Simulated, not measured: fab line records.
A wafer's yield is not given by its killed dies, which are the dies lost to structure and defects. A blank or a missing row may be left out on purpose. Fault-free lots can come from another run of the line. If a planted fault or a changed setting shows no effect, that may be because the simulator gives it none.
fab line records	flow nandHarc
[record] lots = 10	wafers = 30	lastDay = 32
route steps=1302 shown A_BONDPAD@1222 THIN_TSV@1263 END@1302
lots that met no fault: from a run of the same line without faults
startH: hours from the record's first day to the start of the lot's first wafer shown	waitH: time in hours since the lot's previous step	" as in the row above	L1.1+2: several wafers, shown together as one row	- either no value or no given start	* or withheld: withheld	< > ~ a bound
route shown NAME@n: a module of which the file shows steps, and the number in the route of the first	usual: the fault-free wafers' mean and standard deviation	same: alike in all rows	chamber/n: place in a boat	sites: the reading at each site	_std_site: standard deviation across them	_edge_site: inner sites' mean taken away from outer sites' mean	radiusMm: how far each site lies from the wafer's centre	mask NAME#n: copy n	behind: tool/chamber where the wafer was last shaped	hold: why the lot went on hold/how many hours it stayed there/how the hold came to an end	device: which transistor (n, p or np) failed to switch	end of line: the same wafers' tests at the end of the route	a step with no rows: only its recipe	killed: not the wafer's yield, but the dies lost to structure and defects at the first sort	map: dies across one wafer; x = killed, . = not, _ = none there
set.NAME: the setting the step ran with; set.NAME@STEP: the setting that earlier step ran with	model.NAME: the simulator's own value behind a step, which no gauge read
a sample of lots followed through the steps of the route, with each step as a table and each wafer as a row
services: a tool's chamber out of use, with start hour (startH, from the record's first day; less than 0 if before it), hours out, and reason
[[steps]]
[step NHARC_A_BONDPAD_STRIP_15]
[recipe] o2FlowSccm = 500	arFlowSccm = 0	biasW = 0	chemistry = O2
[usual] chamberPressureMTorr = 60.00/0.056	drypumpMotorCurrentA = 5.9/0.49	oesProductAu = 1.001/0.0073	rfVppV = 57.7/0.88	showerheadPlenumPTorr = 3.54/0.13	throttleValvePct = 17.036/0.0085
lot.wafer	tool	chamber	startH	waitH	chamberPressureMTorr	drypumpMotorCurrentA	oesProductAu	rfHoursCounterH	rfVppV	showerheadPlenumPTorr	throttleValvePct
L315.4	rieDiel-08	2	533.52	0.1	59.94	5.6	1.005	26	59.3	3.69	17.027
L315.5	"	2	"	"	59.94	5.6	1.004	-	57.3	3.69	17.038
L315.6	"	3	"	"	60.02	5.8	1.007	-	58.7	3.68	17.039
L318.3	rieDiel-07	3	567.60	0.1	59.96	6.5	1.016	2	59.7	3.49	17.035
L318.1	"	1	"	"	60.03	5.7	1.003	2	57.8	3.71	17.034
L318.2	"	2	"	"	59.91	5.0	1.014	2	57.3	3.55	17.041
L321.1	rieDiel-07	0	573.85	0.1	59.92	6.2	1.014	3	57.1	3.38	17.025
L321.3	"	1	"	"	60.01	5.8	1.002	2	58.5	3.71	17.036
L321.5	"	0	"	"	60.02	6.1	1.004	-	57.4	3.38	17.024
L322.4	rieDiel-08	2	598.03	0.1	60.02	5.7	0.986	6	57.3	3.68	17.031
L322.3	"	3	"	"	60.06	5.9	1.000	7	58.6	3.67	17.047
L322.1	"	1	"	"	60.11	6.1	1.011	6	58.1	3.39	17.034
L324.4	rieDiel-07	0	615.07	0.1	59.98	6.1	1.005	4	58.2	3.38	17.048
L324.1	"	2	"	"	59.96	5.1	1.004	4	57.9	3.54	17.031
L324.6	"	1	"	"	59.87	5.8	0.997	-	57.4	3.71	17.028
L325.2	rieDiel-07	2	634.18	0.1	60.00	5.0	0.995	4	58.4	3.54	17.027
L325.5	"	1	"	"	60.09	5.8	1.004	-	57.9	3.71	17.019
L325.6	"	2	"	"	60.09	5.0	0.996	-	56.3	3.54	17.033
L326.2	rieDiel-08	1	634.98	0.1	60.05	6.1	1.013	14	55.5	3.39	17.036
L326.3	"	2	"	"	60.04	5.6	1.001	13	57.5	3.68	17.025
L326.1	"	3	"	"	60.05	5.8	1.013	13	56.9	3.67	17.032
L329.2	rieDiel-08	1	674.55	0.1	60.01	6.1	1.008	19	57.9	3.38	17.035
L329.4	"	2	"	"	60.06	5.6	1.000	18	58.0	3.67	17.051
L329.5	"	1	"	"	60.07	6.1	1.014	-	58.6	3.38	17.046
L332.3	rieDiel-07	3	710.56	0.1	60.08	6.5	0.995	2	58.6	3.48	17.028
L332.4	"	2	"	"	60.01	5.1	0.997	1	57.9	3.54	17.040
L332.6	"	0	"	"	60.05	6.2	0.998	-	57.5	3.37	17.039
L335.4	rieDiel-07	0	732.73	0.1	59.91	6.1	1.009	2	56.4	3.37	17.038
L335.2	"	1	"	"	60.01	5.8	0.996	3	56.9	3.70	17.026
L335.6	"	0	"	"	59.94	6.2	1.001	-	56.4	3.37	17.046
[step NHARC_THIN_TSV_ETCH_15]
[recipe] targetDepthA = 30000	boschTargetOveretchCycles = 2	boschEtchStepS = 2.8	boschDepStepS = 1.2	boschCycles = 14
[usual] drypumpMotorCurrentA = 5.9/0.37	heBacksideLeakSccm = 2.71/0.21
lot.wafer	tool	chamber	startH	waitH	drypumpMotorCurrentA	heBacksideLeakSccm	rfHoursCounterH
L315.4	rieSi-02	3	548.56	-	6.4	2.54	0.47
L315.6	"	0	"	"	6.1	2.59	-
L315.5	"	1	"	"	5.7	2.62	-
L318.3	rieSi-05	3	582.69	-	5.7	2.35	0.66
L318.1	"	0	"	"	5.8	2.70	0.71
L318.2	"	1	"	"	6.6	2.93	0.68
L321.3	rieSi-02	1	590.62	-	5.7	2.63	0.75
L321.1	"	3	"	"	6.4	2.63	0.69
L321.5	"	2	"	"	5.8	2.82	-
L322.3	rieSi-05	1	615.28	-	6.6	2.81	0.91
L322.4	"	2	"	"	5.2	2.54	0.95
L322.1	"	0	"	"	5.8	2.73	0.89
L324.1	rieSi-02	1	630.48	-	5.7	2.58	0.96
L324.4	"	2	"	"	5.8	2.83	0.88
L324.6	"	0	"	"	6.0	2.84	-
L325.2	rieSi-02	3	650.51	-	6.4	2.56	0.02
L325.6	"	1	"	"	5.7	2.61	-
L325.5	"	2	"	"	5.9	2.67	-
L326.1	rieSi-05	3	651.81	-	5.8	2.62	0.99
L326.3	"	0	"	"	5.8	2.70	0.99
L326.2	"	1	"	"	6.6	3.13	1.16
L329.4	rieSi-05	2	691.79	-	5.2	2.59	0.19
L329.2	"	3	"	"	5.8	2.74	0.21
L329.5	"	0	"	"	5.8	2.70	-
L332.3	rieSi-05	0	725.70	-	5.8	2.64	0.47
L332.6	"	0	"	"	5.7	2.68	-
L332.4	"	3	"	"	5.8	2.71	-
L335.4	rieSi-04	0	747.90	-	6.2	2.45	0.16
L335.2	"	2	"	"	5.8	2.89	0.16
L335.6	"	3	"	"	5.6	2.42	-
[step NHARC_THIN_TSV_CD_MEAS_16]
[usual] cdNm = 1000.1/1.3
lot.wafer	tool	chamber	startH	waitH	cdNm
L315.4	cdSem-01	-	548.67	0.1	1000.2
L315.5	"	-	"	"	999.0
L315.6	"	-	"	"	999.6
L318.1	cdSem-02	-	582.82	0.1	999.9
L318.2	"	-	"	"	1000.5
L318.3	"	-	"	"	1000.4
L321.1	cdSem-02	-	590.77	0.1	999.1
L321.3	"	-	"	"	1000.2
L321.5	"	-	"	"	1000.9
L322.1	cdSem-01	-	615.42	0.1	1001.2
L322.3	"	-	"	"	998.6
L322.4	"	-	"	"	1000.4
L324.1	cdSem-03	-	630.60	0.1	999.1
L324.4	"	-	"	"	1001.1
L324.6	"	-	"	"	1000.0
L325.2	cdSem-02	-	650.63	0.1	999.2
L325.5	"	-	"	"	1001.7
L325.6	"	-	"	"	999.5
L326.1	cdSem-02	-	651.95	0.1	999.9
L326.2	"	-	"	"	999.2
L326.3	"	-	"	"	999.7
L329.2	cdSem-02	-	691.91	0.1	999.2
L329.4	"	-	"	"	1000.6
L329.5	"	-	"	"	999.7
L332.3	cdSem-01	-	725.87	0.2	1000.3
L332.4	"	-	"	"	998.9
L332.6	"	-	"	"	1000.4
L335.2	cdSem-02	-	748.03	0.1	1001.9
L335.4	"	-	"	"	1001.5
L335.6	"	-	"	"	1000.3
[step NHARC_THIN_TSV_ETCH_59]
[recipe] targetDepthA = 8800	icpW = 900	biasW = 100	Cl2_flow_sccm = 60	bcl3FlowSccm = 30	timeS = 138.1	chemistry = Cl2/BCl3
[usual] chamberPressureMTorr = 10.000/0.0096	drypumpMotorCurrentA = 5.2/0.42	heBacksideLeakSccm = 3.37/0.29	oesProductAu = 1.001/0.0072	throttleValvePct = 22.263/0.0091
lot.wafer	tool	chamber	startH	waitH	chamberPressureMTorr	drypumpMotorCurrentA	heBacksideLeakSccm	oesProductAu	rfHoursCounterH	throttleValvePct
L315.4	rieMetal-01	0	553.99	0.2	10.003	5.1	3.26	0.992	-	22.273
L315.5	"	1	"	"	9.993	5.7	3.71	1.001	-	22.266
L315.6	"	0	"	"	10.006	5.1	3.23	0.999	-	22.266
L318.2	rieMetal-02	0	588.06	0.1	9.988	5.5	3.47	1.003	2.0	22.264
L318.1	"	1	"	"	9.976	5.9	3.46	1.001	2.0	22.259
L318.3	"	0	"	"	9.995	5.5	3.59	1.007	-	22.259
L321.1	rieMetal-02	0	596.03	0.1	9.994	5.5	3.42	1.011	2.2	22.262
L321.3	"	0	"	"	9.994	5.5	3.51	0.990	-	22.283
L321.5	"	0	"	"	10.012	5.5	3.56	1.000	-	22.250
L322.1	rieMetal-03	1	620.60	0.1	10.009	4.8	3.09	1.013	1.5	22.245
L322.4	"	1	"	"	9.994	4.9	3.20	1.015	-	22.258
L322.3	"	0	"	"	10.000	4.8	3.07	1.013	-	22.251
L324.1	rieMetal-01	1	635.73	0.2	9.990	5.7	3.28	1.014	1.3	22.273
L324.4	"	1	"	"	9.994	5.8	3.35	1.007	-	22.258
L324.6	"	0	"	"	10.008	5.1	3.27	0.997	-	22.273
L325.2	rieMetal-03	1	655.88	0.1	10.015	4.9	3.33	0.996	2.2	22.263
L325.5	"	0	"	"	9.983	4.8	3.09	1.000	-	22.264
L325.6	"	1	"	"	9.974	4.9	3.27	0.999	-	22.265
L326.1	rieMetal-03	0	657.20	0.1	9.987	4.8	3.07	0.997	2.4	22.266
L326.2	"	1	"	"	10.005	4.9	3.20	0.998	2.4	22.271
L326.3	"	0	"	"	10.000	4.8	3.15	0.992	-	22.260
L329.2	rieMetal-02	1	697.16	0.2	9.988	5.9	3.63	0.995	0.9	22.254
L329.4	"	0	"	"	9.999	5.5	3.61	1.009	-	22.278
L329.5	"	1	"	"	9.977	5.9	3.27	1.009	-	22.263
L332.4	rieMetal-03	1	731.08	0.2	10.005	4.9	3.05	0.995	-	22.267
L332.3	"	0	"	"	9.995	4.8	3.17	1.018	-	22.270
L332.6	"	0	"	"	10.000	4.8	3.29	1.422	-	22.272
L335.2	rieMetal-03	0	753.44	0.1	10.011	4.8	3.23	1.004	1.0	22.265
L335.4	"	0	"	"	9.999	4.8	3.25	1.007	-	22.258
L335.6	"	1	"	"	10.006	4.9	3.07	1.403	-	22.287
[step NHARC_THIN_TSV_CD_MEAS_37]
[usual] cdNm = 4999.9/2.3
lot.wafer	tool	chamber	startH	waitH	cdNm
L315.4	cdSem-02	-	555.06	-	4998.9
L315.5	"	-	"	"	4999.1
L315.6	"	-	"	"	4999.1
L318.1	cdSem-02	-	589.20	-	5001.7
L318.2	"	-	"	"	5001.3
L318.3	"	-	"	"	5002.1
L321.1	cdSem-03	-	597.63	-	4997.9
L321.3	"	-	"	"	4998.4
L321.5	"	-	"	"	5001.2
L322.1	cdSem-03	-	621.75	-	5000.3
L322.3	"	-	"	"	4998.8
L322.4	"	-	"	"	4999.4
L324.1	cdSem-01	-	636.85	-	4997.3
L324.4	"	-	"	"	5001.3
L324.6	"	-	"	"	5000.5
L325.2	cdSem-03	-	657.00	-	4995.8
L325.5	"	-	"	"	4997.1
L325.6	"	-	"	"	4997.3
L326.1	cdSem-03	-	658.35	-	4997.2
L326.2	"	-	"	"	4999.3
L326.3	"	-	"	"	4999.9
L329.2	cdSem-02	-	698.63	-	5000.6
L329.4	"	-	"	"	5002.0
L329.5	"	-	"	"	5001.8
L332.3	cdSem-03	-	732.16	-	5000.0
L332.4	"	-	"	"	4995.6
L332.6	"	-	"	"	4976.3
L335.2	cdSem-02	-	754.60	-	4999.6
L335.4	"	-	"	"	5000.2
L335.6	"	-	"	"	4977.0
[step NHARC_END_SORT_01]
[recipe] tempC = 25
[usual] defectLimitedYield = 91.7/2.8	killedAtArray = 52/19	killedAtOther = 0.8/1	killedAtPeriphery = 3.7/2.5	killedDies = 56/19	killedOpen = 3.5/2	killedShort = 2.2/1.4	sort_bin_2_pct = 2.9/1.2	sort_bin_3_pct = 0.6/0.36	sort_bin_4_pct = 4.8/1.6	sortNPass = 621/19	sortRimYieldPct = 92/3.9	sortYieldPct = 91.7/2.8
[same] grossDies = 677	sort_bin_5_pct[%] = 0	sort_bin_6_pct[%] = 0	sort_bin_7_pct[%] = 0	sort_bin_8_pct[%] = 0	sortRimNGross = 106.00
lot.wafer	tool	chamber	startH	waitH	defectLimitedYield[%]	killedAtArray	killedAtOther	killedAtPeriphery	killedDies	killedOpen	killedShort	sort_bin_2_pct[%]	sort_bin_3_pct[%]	sort_bin_4_pct[%]	sortNPass	sortRimYieldPct[%]	sortYieldPct[%]
L324.6	prober-02	0	648.47	4.0	95.7	28	0	1	29	2	4	1.0	0.3	3.0	648	99	95.7
// killed by level:class
L324.6 A_CHANNEL_HOLE_D2:chamberFilmFlake=13 A_CHANNEL_FILL_D1:geometricParticle:short=2 A_WL_FILL:geometricParticle:short=2 A_CHANNEL_HOLE_D1:chamberFilmFlake=2 A_STAIRCASE:chamberFilmFlake=2 A_CONTACT:chamberFilmFlake=2 A_ONON_D2:geometricParticle:open=1 A_WL_FILL:geometricParticle:open=1
[[services]]
tool	chamber	startH	hours	kind
rieMetal-03	-	519.00	9.0	pm
rieSi-05	1	544.22	3.7	repair
rieMetal-03	-	544.56	1.0	repair
rieDiel-08	-	546.12	9.0	pm
rieMetal-01	-	554.90	0.5	repair
rieMetal-01	-	575.00	9.0	pm
rieMetal-02	1	595.64	1.3	repair
rieMetal-02	1	602.37	1.0	repair
rieSi-02	-	631.00	9.0	pm
rieMetal-02	-	631.15	9.0	pm
rieSi-05	0	637.31	9.0	repair
rieMetal-02	1	647.83	12.6	repair
rieDiel-07	-	648.20	9.0	pm
rieDiel-08	2	650.03	5.1	repair
rieSi-05	-	659.00	9.0	pm
rieDiel-07	-	671.52	0.3	repair
rieMetal-03	-	674.40	1.2	repair
rieDiel-07	2	682.05	21.1	repair
rieDiel-08	0	693.17	7.0	repair
rieMetal-03	-	696.00	9.0	pm
rieSi-05	1	721.26	6.0	repair
rieDiel-08	-	723.12	9.0	pm
rieMetal-03	0	725.02	5.9	repair
rieSi-05	-	726.01	3.6	repair
[[key]]
[firstSign] step = NHARC_THIN_TSV_ETCH_59	reading = oesProductAu	direction = up	sigmas = 57	usual = 1.001	struck = 1.412
[effect] step = NHARC_THIN_TSV_CD_MEAS_37	reading = cdNm	direction = down	sigmas = 10	usual = 4999.9	struck = 4976.6
metAt NHARC_THIN_TSV_ETCH_59
struckLots L332,L335
struckWafers L332.6,L335.6
notActingAt NHARC_A_BONDPAD_STRIP_15,NHARC_THIN_TSV_ETCH_15,NHARC_THIN_TSV_CD_MEAS_16
onsetBetween 657.20 731.08
[fault] kind = processParameterDrift	tool = rieMetal-03	chamber = -	onsetH = 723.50	steps = NHARC_THIN_TSV_ETCH_59	channel = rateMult	offset = 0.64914	shape = step	endH = 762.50	scope = struckWafersOnly
